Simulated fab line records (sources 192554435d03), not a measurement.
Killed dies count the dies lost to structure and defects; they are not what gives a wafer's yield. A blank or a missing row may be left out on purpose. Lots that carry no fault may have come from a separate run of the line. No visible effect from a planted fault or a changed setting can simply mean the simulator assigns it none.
Which tool was responsible?	flow n5_finfet	Sampling: 24 lots, 72 wafers, 6 of 1938 route steps

== WHAT THE GAUGES SHOWED, per wafer ==
Not one reading of a measure or inspect step in the record can be checked against a usual standard deviation.

== WHICH TOOL RAN EACH LOT (tool, then ch and the chambers of the sampled wafers, then the start) ==
lot	N5_BEOL_M3_ETCH_70	N5_BEOL_M3_TRENCH_ETCH_37	N5_BEOL_M3_SPUTTER_81	N5_BEOL_M3_ANNEAL_82	N5_BEOL_M3_ANNEAL_51	N5_BEOL_M3_CMP_52
L074	rie_diel-05 ch 1,2,3, day 7 05:03	rie_diel-05 ch 1,2,3, day 7 07:00 or earlier	pvd_sputter-02, day 7 07:00	pvd_sputter-02, day 7 07:05	rtp_anneal-01 ch 0, day 7 08:37	cmp-04 ch 1,3, day 7 08:51
L075	rie_diel-01 ch 0,1,2, day 7 10:21	rie_diel-01 ch 0,1,2, day 7 12:11 or earlier	pvd_sputter-03, day 7 12:11	pvd_sputter-03, day 7 12:16	rtp_anneal-02 ch 0, day 7 13:42	cmp-03 ch 1,2,3, day 7 14:00
L076	rie_diel-05 ch 0,1,2, day 7 13:13	rie_diel-05 ch 0,1,2, day 7 15:12 or earlier	pvd_sputter-03, day 7 15:12	pvd_sputter-03, day 7 15:17	rtp_anneal-02 ch 0, day 7 16:46	cmp-03 ch 0,1,2, day 7 17:05
L077	rie_diel-05 ch 0,2, day 7 13:43	rie_diel-05 ch 0,2, day 7 17:23 or earlier	pvd_sputter-03, day 7 17:23	pvd_sputter-03, day 7 17:28	rtp_anneal-01 ch 0, day 7 18:53	cmp-03 ch 2,3, day 7 19:11
L078	rie_diel-01 ch 1,2, day 8 02:02	rie_diel-01 ch 1,2, day 8 04:23 or earlier	pvd_sputter-02, day 8 04:23	pvd_sputter-02, day 8 04:28	rtp_anneal-01 ch 0, day 8 05:54	cmp-02 ch 1,2, day 8 06:12
L079	rie_diel-01 ch 0,2,3, day 8 03:02	rie_diel-01 ch 0,2,3, day 8 06:13 or earlier	pvd_sputter-02, day 8 06:13	pvd_sputter-02, day 8 06:18	rtp_anneal-01 ch 0, day 8 07:50	cmp-02 ch 2,3, day 8 08:02
L080	rie_diel-04 ch 0,3, day 8 07:49	rie_diel-04 ch 0,3, day 8 09:35 or earlier	pvd_sputter-02, day 8 09:35	pvd_sputter-02, day 8 09:40	rtp_anneal-01 ch 0, day 8 11:08	cmp-03 ch 0,1,2, day 8 11:29
L081	rie_diel-01 ch 1,2,3, day 9 00:43	rie_diel-01 ch 1,2,3, day 9 03:11 or earlier	pvd_sputter-02, day 9 03:11	pvd_sputter-02, day 9 03:16	rtp_anneal-02 ch 0, day 9 04:45	cmp-03 ch 1,2,3, day 9 05:02
L082	rie_diel-05 ch 0,2,3, day 9 13:42	rie_diel-05 ch 0,2,3, day 9 15:50 or earlier	pvd_sputter-01, day 9 15:50	pvd_sputter-01, day 9 15:55	rtp_anneal-01 ch 0, day 9 17:24	cmp-04 ch 1,3, day 9 17:41
L083	rie_diel-04 ch 0,1,2, day 9 17:30	rie_diel-04 ch 0,1,2, day 9 19:12 or earlier	pvd_sputter-02, day 9 19:12	pvd_sputter-02, day 9 19:17	rtp_anneal-01 ch 0, day 9 20:43	cmp-03 ch 0,2, day 9 21:01
L084	rie_diel-04 ch 0,1,2, day 9 18:30	rie_diel-04 ch 0,1,2, day 9 20:07 or earlier	pvd_sputter-03, day 9 20:07	pvd_sputter-03, day 9 20:12	rtp_anneal-01 ch 0, day 9 21:38	cmp-04 ch 0,2, day 9 22:06
L085	rie_diel-05 ch 0,3, day 9 18:43	rie_diel-05 ch 0,3, day 9 20:15 or earlier	pvd_sputter-01, day 9 20:15	pvd_sputter-01, day 9 20:20	rtp_anneal-02 ch 0, day 9 22:20	cmp-04 ch 0,1,3, day 9 22:51
L086	rie_diel-01 ch 0,1,2, day 10 04:38	rie_diel-01 ch 0,1,2, day 10 06:26 or earlier	pvd_sputter-03, day 10 06:26	pvd_sputter-03, day 10 06:31	rtp_anneal-01 ch 0, day 10 07:56	cmp-04 ch 0,2,3, day 10 08:14
L088	rie_diel-01 ch 1,2, day 10 05:01	rie_diel-01 ch 1,2, day 10 08:32 or earlier	pvd_sputter-01, day 10 08:32	pvd_sputter-01, day 10 08:37	rtp_anneal-02 ch 0, day 10 10:04	cmp-03 ch 0,1,2, day 10 10:22
L087	rie_diel-04 ch 1,2,3, day 10 07:49	rie_diel-04 ch 1,2,3, day 10 10:23 or earlier	pvd_sputter-01, day 10 10:23	pvd_sputter-01, day 10 10:28	rtp_anneal-01 ch 0, day 10 12:04	cmp-03 ch 0,1,3, day 10 12:22
L089	rie_diel-05 ch 1,2,3, day 11 01:16	rie_diel-05 ch 1,2,3, day 11 03:01 or earlier	pvd_sputter-02, day 11 03:01	pvd_sputter-02, day 11 03:05	rtp_anneal-02 ch 0, day 11 04:34	cmp-04 ch 0,2,3, day 11 05:11
L090	rie_diel-04 ch 0,2,3, day 11 09:44	rie_diel-04 ch 0,2,3, day 11 12:16 or earlier	pvd_sputter-03, day 11 12:16	pvd_sputter-03, day 11 12:21	rtp_anneal-01 ch 0, day 11 13:50	cmp-02 ch 0,1, day 11 14:05
L091	rie_diel-04 ch 1,2,3, day 11 13:40	rie_diel-04 ch 1,2,3, day 11 17:20 or earlier	pvd_sputter-03, day 11 17:20	pvd_sputter-03, day 11 17:25	rtp_anneal-02 ch 0, day 11 18:52	cmp-04 ch 0,2,3, day 11 19:09
L092	rie_diel-04 ch 1,2,3, day 11 18:27	rie_diel-04 ch 1,2,3, day 11 20:26 or earlier	pvd_sputter-03, day 11 20:26	pvd_sputter-03, day 11 20:31	rtp_anneal-02 ch 0, day 11 21:59	cmp-03 ch 0,1,3, day 11 22:19
L093	rie_diel-01 ch 0,1,2, day 12 01:40	rie_diel-01 ch 0,1,2, day 12 04:49 or earlier	pvd_sputter-02, day 12 04:49	pvd_sputter-02, day 12 04:53	rtp_anneal-01 ch 0, day 12 06:25	cmp-04 ch 1,2, day 12 06:40
L094	rie_diel-04 ch 1,2,3, day 12 08:28	rie_diel-04 ch 1,2,3, day 12 10:12 or earlier	pvd_sputter-03, day 12 10:12	pvd_sputter-03, day 12 10:17	rtp_anneal-01 ch 0, day 12 11:46	cmp-04 ch 2,3, day 12 12:04
L095	rie_diel-04 ch 0,2,3, day 12 11:32	rie_diel-04 ch 0,2,3, day 12 13:15 or earlier	pvd_sputter-02, day 12 13:15	pvd_sputter-02, day 12 13:20	rtp_anneal-02 ch 0, day 12 14:46	cmp-03 ch 0,1,2, day 12 15:06
L096	rie_diel-04 ch 0,2,3, day 12 18:24	rie_diel-04 ch 0,2,3, day 12 20:24 or earlier	pvd_sputter-02, day 12 20:24	pvd_sputter-02, day 12 20:29	rtp_anneal-01 ch 0, day 12 21:55	cmp-03 ch 0,2,3, day 12 22:19
L097	rie_diel-05 ch 0,1,3, day 12 18:40	rie_diel-05 ch 0,1,3, day 12 21:14 or earlier	pvd_sputter-01, day 12 21:14	pvd_sputter-01, day 12 21:19	rtp_anneal-02 ch 0, day 12 22:48	cmp-03 ch 0,1,3, day 12 23:11
- N5_BEOL_M3_ETCH_70: etches SOC in N2/H2, target depth 80 nm, overetch 16 nm, time 120 s.
- N5_BEOL_M3_TRENCH_ETCH_37: etches SiOC in C4F6/O2, target depth 55.555 nm, time 29.2 s.
- N5_BEOL_M3_SPUTTER_81: material Cu, target thk 4.5 nm, time 8.29 s.
- N5_BEOL_M3_ANNEAL_82: time 240 s.
- N5_BEOL_M3_ANNEAL_51: time 90 s.
- N5_BEOL_M3_CMP_52: polishes, stops on SiOC, t overpolish 6.8 s, target thk 40 nm.

== AS READ BY THE TOOLS THEMSELVES (means over the sampled wafers that have a number; for cases with no such wafer, the mark the record gives instead) ==
N5_BEOL_M3_ETCH_70.
lot	tool	drypump_motor_current_A (A)	oes_product_au (a.u.)	rf_vpp_V (V)	showerhead_plenum_p_Torr (Torr)	throttle_valve_pct (%)
L074	rie_diel-05	5.7	0.65	525.9	2.59	17.48
L075	rie_diel-01	5.7	0.62	524.8	2.56	17.81
L076	rie_diel-05	5.4	0.64	526.4	2.60	17.60
L077	rie_diel-05	5.5	0.66	525.8	2.60	17.53
L078	rie_diel-01	5.7	0.66	527.1	2.62	17.87
L079	rie_diel-01	5.9	0.65	523.0	2.49	17.69
L080	rie_diel-04	5.9	0.60	524.9	2.56	17.33
L081	rie_diel-01	5.9	0.67	524.5	2.56	17.74
L082	rie_diel-05	5.5	0.64	524.9	2.59	17.41
L083	rie_diel-04	5.5	0.62	526.9	2.62	17.71
L084	rie_diel-04	5.5	0.61	525.3	2.63	17.71
L085	rie_diel-05	5.5	0.65	525.4	2.59	17.26
L086	rie_diel-01	5.7	0.61	524.5	2.55	17.84
L088	rie_diel-01	5.7	0.65	525.6	2.62	17.89
L087	rie_diel-04	5.7	0.62	525.7	2.59	17.54
L089	rie_diel-05	5.7	0.67	525.6	2.58	17.40
L090	rie_diel-04	5.9	0.62	525.3	2.58	17.55
L091	rie_diel-04	5.7	0.62	525.7	2.58	17.55
L092	rie_diel-04	5.7	0.61	524.9	2.58	17.55
L093	rie_diel-01	5.7	0.67	524.6	2.54	17.70
L094	rie_diel-04	5.7	0.61	525.2	2.58	17.56
L095	rie_diel-04	5.8	0.61	524.5	2.57	17.56
L096	rie_diel-04	5.9	0.61	524.8	2.57	17.58
L097	rie_diel-05	5.5	0.61	525.8	2.59	17.51

N5_BEOL_M3_TRENCH_ETCH_37.
lot	tool	drypump_motor_current_A (A)	oes_product_au (a.u.)	rf_vpp_V (V)	showerhead_plenum_p_Torr (Torr)	throttle_valve_pct (%)
L074	rie_diel-05	5.7	0.84	667	2.93	20.71
L075	rie_diel-01	5.7	0.81	664	2.87	20.91
L076	rie_diel-05	5.4	0.84	667	2.92	20.69
L077	rie_diel-05	5.5	0.87	678	2.91	20.58
L078	rie_diel-01	5.7	0.86	673	2.92	20.85
L079	rie_diel-01	5.9	0.84	654	2.81	20.88
L080	rie_diel-04	5.9	0.79	682	2.92	20.68
L081	rie_diel-01	5.9	0.89	662	2.87	20.82
L082	rie_diel-05	5.5	0.82	668	2.93	20.60
L083	rie_diel-04	5.5	0.82	663	2.92	20.72
L084	rie_diel-04	5.4	0.82	663	2.92	20.73
L085	rie_diel-05	5.5	0.81	658	2.95	20.59
L086	rie_diel-01	5.7	0.80	665	2.86	20.93
L088	rie_diel-01	5.7	0.84	672	2.92	20.86
L087	rie_diel-04	5.7	0.83	673	2.90	20.62
L089	rie_diel-05	5.7	0.85	666	2.91	20.62
L090	rie_diel-04	5.8	0.81	668	2.91	20.79
L091	rie_diel-04	5.7	0.81	674	2.89	20.64
L092	rie_diel-04	5.7	0.80	673	2.89	20.64
L093	rie_diel-01	5.7	0.86	665	2.85	20.82
L094	rie_diel-04	5.7	0.81	674	2.89	20.66
L095	rie_diel-04	5.9	0.80	668	2.90	20.81
L096	rie_diel-04	5.8	0.81	667	2.90	20.81
L097	rie_diel-05	5.5	0.78	657	2.93	20.75

N5_BEOL_M3_SPUTTER_81.
lot	tool	chuck_gas_flow_sccm (sccm)	throttle_valve_pct (%)
L074	pvd_sputter-02	1.29	29.4
L075	pvd_sputter-03	1.26	30.7
L076	pvd_sputter-03	1.32	30.6
L077	pvd_sputter-03	1.23	31.1
L078	pvd_sputter-02	1.18	29.2
L079	pvd_sputter-02	1.28	29.7
L080	pvd_sputter-02	1.22	29.8
L081	pvd_sputter-02	1.30	29.9
L082	pvd_sputter-01	1.25	29.4
L083	pvd_sputter-02	1.31	29.6
L084	pvd_sputter-03	1.26	30.0
L085	pvd_sputter-01	1.23	29.3
L086	pvd_sputter-03	1.21	30.4
L088	pvd_sputter-01	1.27	29.5
L087	pvd_sputter-01	1.25	29.3
L089	pvd_sputter-02	1.24	29.7
L090	pvd_sputter-03	1.26	29.7
L091	pvd_sputter-03	1.20	30.4
L092	pvd_sputter-03	1.23	30.5
L093	pvd_sputter-02	1.20	30.1
L094	pvd_sputter-03	1.24	30.2
L095	pvd_sputter-02	1.28	29.9
L096	pvd_sputter-02	1.29	29.7
L097	pvd_sputter-01	1.27	29.8

N5_BEOL_M3_ANNEAL_82.
lot	tool	heater_power_w (W)
L074	pvd_sputter-02	819
L075	pvd_sputter-03	857
L076	pvd_sputter-03	839
L077	pvd_sputter-03	874
L078	pvd_sputter-02	876
L079	pvd_sputter-02	810
L080	pvd_sputter-02	855
L081	pvd_sputter-02	810
L082	pvd_sputter-01	843
L083	pvd_sputter-02	824
L084	pvd_sputter-03	810
L085	pvd_sputter-01	819
L086	pvd_sputter-03	842
L088	pvd_sputter-01	815
L087	pvd_sputter-01	829
L089	pvd_sputter-02	816
L090	pvd_sputter-03	800
L091	pvd_sputter-03	864
L092	pvd_sputter-03	847
L093	pvd_sputter-02	829
L094	pvd_sputter-03	853
L095	pvd_sputter-02	807
L096	pvd_sputter-02	838
L097	pvd_sputter-01	848

N5_BEOL_M3_ANNEAL_51.
lot	tool	wafer_temp_C_max
L074	rtp_anneal-01	226.03
L075	rtp_anneal-02	225.98
L076	rtp_anneal-02	225.82
L077	rtp_anneal-01	225.98
L078	rtp_anneal-01	226.13
L079	rtp_anneal-01	225.72
L080	rtp_anneal-01	225.79
L081	rtp_anneal-02	226.09
L082	rtp_anneal-01	225.92
L083	rtp_anneal-01	225.91
L084	rtp_anneal-01	225.91
L085	rtp_anneal-02	225.95
L086	rtp_anneal-01	225.82
L088	rtp_anneal-02	225.71
L087	rtp_anneal-01	226.35
L089	rtp_anneal-02	225.71
L090	rtp_anneal-01	225.91
L091	rtp_anneal-02	225.89
L092	rtp_anneal-02	225.52
L093	rtp_anneal-01	225.90
L094	rtp_anneal-01	226.02
L095	rtp_anneal-02	225.61
L096	rtp_anneal-01	225.85
L097	rtp_anneal-02	225.92

N5_BEOL_M3_CMP_52.
lot	tool	barrier_field_endpoint_s (s)	clearing_platen_rpm (rpm)	motor_current_A (A)	overpolish_run_s (s)	pad_life_wafers	time_to_endpoint_s (s)
L074	cmp-04	24.9	49.998	5.2	6.800	14	60
L075	cmp-03	23.9	49.986	6.1	6.803	721	59
L076	cmp-03	24.2	49.978	5.5	6.798	746	57
L077	cmp-03	24.2	49.984	6.6	6.805	762	59
L078	cmp-02	24.3	50.037	6.1	6.802	1710	58
L079	cmp-02	25.6	50.015	6.0	6.798	1724	66
L080	cmp-03	23.5	50.009	5.5	6.802	902	55
L081	cmp-03	24.2	49.996	6.1	6.799	1040	58
L082	cmp-04	24.4	49.995	5.3	6.802	470	61
L083	cmp-03	23.4	49.989	5.9	6.800	1225	53
L084	cmp-04	26.1	50.009	6.7	6.797	523	66
L085	cmp-04	24.9	49.997	6.0	6.799	542	64
L086	cmp-04	25.2	50.006	6.2	6.802	643	66
L088	cmp-03	24.0	50.012	5.6	6.806	1393	56
L087	cmp-03	23.4	50.006	6.0	6.803	1399	59
L089	cmp-04	24.8	49.997	6.2	6.798	824	66
L090	cmp-02	24.2	49.996	5.9	6.798	66	59
L091	cmp-04	25.2	49.992	6.4	6.792	967	68
L092	cmp-03	24.3	49.989	6.0	6.798	1544	57
L093	cmp-04	25.1	49.988	6.0	6.804	1057	64
L094	cmp-04	25.0	50.005	6.0	6.804	1112	60
L095	cmp-03	24.0	50.001	5.7	6.797	1682	58
L096	cmp-03	23.8	49.999	6.1	6.795	1736	59
L097	cmp-03	24.1	50.004	6.2	6.801	1754	59

== THE ANSWER, worked out from the rows above alone ==
Rule: usual is defined by the lots themselves. The widest of any qualifying gaps counts: lots, ordered by their means at a reading, are off when they make up no more than a third of the lots, leave a main group of 4 or more, and stand apart from it by 3 or more times the standard deviation of that group's means. Not used: any main group whose means are identical at the precision the tables above print for the reading. Also off: a lot with no number at a reading for which 4 or more lots have one. Where the step has rows for the other lots, those lots are counted as sound. Order of review: gauges by route order, followed by the tools' own readings, for which a lot's mean as printed above is used. The first step at which some lot is off is used, and at that step the reading that is off furthest; a lot without a number counts as furthest.
None of the lots is off at any reading shown; this tells nothing.

== WHAT THE SIMULATOR PUT IN ==
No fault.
